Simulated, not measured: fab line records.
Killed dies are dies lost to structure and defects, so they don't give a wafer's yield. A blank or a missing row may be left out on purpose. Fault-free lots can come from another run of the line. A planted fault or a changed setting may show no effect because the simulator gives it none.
Matching of chambers / flow n5_finfet / N5_BEOL_M1_ETCH_74 on rie_diel-03 has 4 sister chambers
The step etches underlayer in N2/H2, target depth 6.5 nm, time 5.2 s. 27 wafers are shown with their chamber, then 12 later ones without.

== WAFERS WITH THEIR CHAMBER ==
wafer=L074.2; chamber=2; showerhead_plenum_p_Torr (Torr)=2.41; throttle_valve_pct (%)=17.91; oes_product_au (a.u.)=0.60
wafer=L074.3; chamber=1; showerhead_plenum_p_Torr (Torr)=2.66; throttle_valve_pct (%)=18.11; oes_product_au (a.u.)=0.65
wafer=L074.6; chamber=1; showerhead_plenum_p_Torr (Torr)=2.66; throttle_valve_pct (%)=18.14; oes_product_au (a.u.)=0.64
wafer=L075.3; chamber=3; showerhead_plenum_p_Torr (Torr)=2.73; throttle_valve_pct (%)=17.83; oes_product_au (a.u.)=0.83
wafer=L075.4; chamber=2; showerhead_plenum_p_Torr (Torr)=2.41; throttle_valve_pct (%)=17.96; oes_product_au (a.u.)=0.61
wafer=L075.5; chamber=3; showerhead_plenum_p_Torr (Torr)=2.73; throttle_valve_pct (%)=17.83; oes_product_au (a.u.)=0.81
wafer=L077.2; chamber=3; showerhead_plenum_p_Torr (Torr)=2.73; throttle_valve_pct (%)=17.83; oes_product_au (a.u.)=0.79
wafer=L077.4; chamber=3; showerhead_plenum_p_Torr (Torr)=2.73; throttle_valve_pct (%)=17.84; oes_product_au (a.u.)=0.80
wafer=L077.5; chamber=2; showerhead_plenum_p_Torr (Torr)=2.41; throttle_valve_pct (%)=17.93; oes_product_au (a.u.)=0.60
wafer=L078.2; chamber=2; showerhead_plenum_p_Torr (Torr)=2.41; throttle_valve_pct (%)=17.93; oes_product_au (a.u.)=0.61
wafer=L078.5; chamber=1; showerhead_plenum_p_Torr (Torr)=2.66; throttle_valve_pct (%)=18.13; oes_product_au (a.u.)=0.63
wafer=L078.6; chamber=3; showerhead_plenum_p_Torr (Torr)=2.73; throttle_valve_pct (%)=17.85; oes_product_au (a.u.)=0.78
wafer=L080.1; chamber=0; showerhead_plenum_p_Torr (Torr)=2.70; throttle_valve_pct (%)=17.47; oes_product_au (a.u.)=0.84
wafer=L080.2; chamber=2; showerhead_plenum_p_Torr (Torr)=2.41; throttle_valve_pct (%)=17.95; oes_product_au (a.u.)=0.59
wafer=L080.6; chamber=2; showerhead_plenum_p_Torr (Torr)=2.41; throttle_valve_pct (%)=17.95; oes_product_au (a.u.)=0.59
wafer=L082.1; chamber=2; showerhead_plenum_p_Torr (Torr)=2.41; throttle_valve_pct (%)=17.95; oes_product_au (a.u.)=0.60
wafer=L082.2; chamber=1; showerhead_plenum_p_Torr (Torr)=2.65; throttle_valve_pct (%)=18.14; oes_product_au (a.u.)=0.63
wafer=L082.4; chamber=3; showerhead_plenum_p_Torr (Torr)=2.73; throttle_valve_pct (%)=17.83; oes_product_au (a.u.)=0.77
wafer=L083.1; chamber=2; showerhead_plenum_p_Torr (Torr)=2.41; throttle_valve_pct (%)=17.97; oes_product_au (a.u.)=0.60
wafer=L083.2; chamber=3; showerhead_plenum_p_Torr (Torr)=2.72; throttle_valve_pct (%)=17.87; oes_product_au (a.u.)=0.77
wafer=L083.5; chamber=2; showerhead_plenum_p_Torr (Torr)=2.41; throttle_valve_pct (%)=17.96; oes_product_au (a.u.)=0.60
wafer=L085.3; chamber=2; showerhead_plenum_p_Torr (Torr)=2.40; throttle_valve_pct (%)=17.96; oes_product_au (a.u.)=0.59
wafer=L085.5; chamber=1; showerhead_plenum_p_Torr (Torr)=2.65; throttle_valve_pct (%)=18.17; oes_product_au (a.u.)=0.63
wafer=L085.6; chamber=2; showerhead_plenum_p_Torr (Torr)=2.40; throttle_valve_pct (%)=17.96; oes_product_au (a.u.)=0.59
wafer=L086.1; chamber=3; showerhead_plenum_p_Torr (Torr)=2.72; throttle_valve_pct (%)=17.88; oes_product_au (a.u.)=0.77
wafer=L086.4; chamber=1; showerhead_plenum_p_Torr (Torr)=2.65; throttle_valve_pct (%)=18.16; oes_product_au (a.u.)=0.63
wafer=L086.5; chamber=0; showerhead_plenum_p_Torr (Torr)=2.69; throttle_valve_pct (%)=17.47; oes_product_au (a.u.)=0.82

SIGNATURES (averages over the wafers above)
reading=showerhead_plenum_p_Torr; chamber 0=2.6950; chamber 1=2.6550; chamber 2=2.4082; chamber 3=2.7275; scatter within a chamber=0.00473
reading=throttle_valve_pct; chamber 0=17.4700; chamber 1=18.1417; chamber 2=17.9482; chamber 3=17.8450; scatter within a chamber=0.0189
reading=oes_product_au; chamber 0=0.8300; chamber 1=0.6350; chamber 2=0.5982; chamber 3=0.7900; scatter within a chamber=0.014
Rule: distance of a wafer from a chamber = root of the sum over the readings of ((wafer's reading minus chamber's mean) / reading's scatter) squared. The wafer belongs to the nearest chamber; if the next one is less than 2 further off, it can't be placed. The scatter is the square root of a quotient: the sum, over the shown wafers, of each reading's squared deviation from its chamber's mean, divided by wafers minus chambers.

== WAFERS WITH NO CHAMBER GIVEN ==
wafer=L088.1; showerhead_plenum_p_Torr (Torr)=2.69; throttle_valve_pct (%)=17.45; oes_product_au (a.u.)=0.82
wafer=L088.2; showerhead_plenum_p_Torr (Torr)=2.72; throttle_valve_pct (%)=17.89; oes_product_au (a.u.)=0.75
wafer=L088.4; showerhead_plenum_p_Torr (Torr)=2.65; throttle_valve_pct (%)=18.16; oes_product_au (a.u.)=0.63
wafer=L092.3; showerhead_plenum_p_Torr (Torr)=2.69; throttle_valve_pct (%)=17.48; oes_product_au (a.u.)=0.79
wafer=L092.5; showerhead_plenum_p_Torr (Torr)=2.69; throttle_valve_pct (%)=17.47; oes_product_au (a.u.)=0.81
wafer=L092.6; showerhead_plenum_p_Torr (Torr)=2.64; throttle_valve_pct (%)=18.21; oes_product_au (a.u.)=0.62
wafer=L093.4; showerhead_plenum_p_Torr (Torr)=2.72; throttle_valve_pct (%)=17.87; oes_product_au (a.u.)=0.74
wafer=L093.5; showerhead_plenum_p_Torr (Torr)=2.69; throttle_valve_pct (%)=17.50; oes_product_au (a.u.)=0.79
wafer=L093.6; showerhead_plenum_p_Torr (Torr)=2.40; throttle_valve_pct (%)=17.97; oes_product_au (a.u.)=0.58
wafer=L096.1; showerhead_plenum_p_Torr (Torr)=2.40; throttle_valve_pct (%)=17.98; oes_product_au (a.u.)=0.58
wafer=L096.2; showerhead_plenum_p_Torr (Torr)=2.68; throttle_valve_pct (%)=17.49; oes_product_au (a.u.)=0.78
wafer=L096.4; showerhead_plenum_p_Torr (Torr)=2.64; throttle_valve_pct (%)=18.20; oes_product_au (a.u.)=0.63

== WHICH CHAMBER EACH WENT THROUGH ==
wafer=L088.1; from the rows above=0; in truth=0
wafer=L088.2; from the rows above=3; in truth=3
wafer=L088.4; from the rows above=1; in truth=1
wafer=L092.3; from the rows above=0; in truth=0
wafer=L092.5; from the rows above=0; in truth=0
wafer=L092.6; from the rows above=1; in truth=1
wafer=L093.4; from the rows above=3; in truth=3
wafer=L093.5; from the rows above=0; in truth=0
wafer=L093.6; from the rows above=2; in truth=2
wafer=L096.1; from the rows above=2; in truth=2
wafer=L096.2; from the rows above=0; in truth=0
wafer=L096.4; from the rows above=1; in truth=1
Correct placement for 12 of the 12. Can't be placed from these rows: 0. Number placed wrongly: 0.
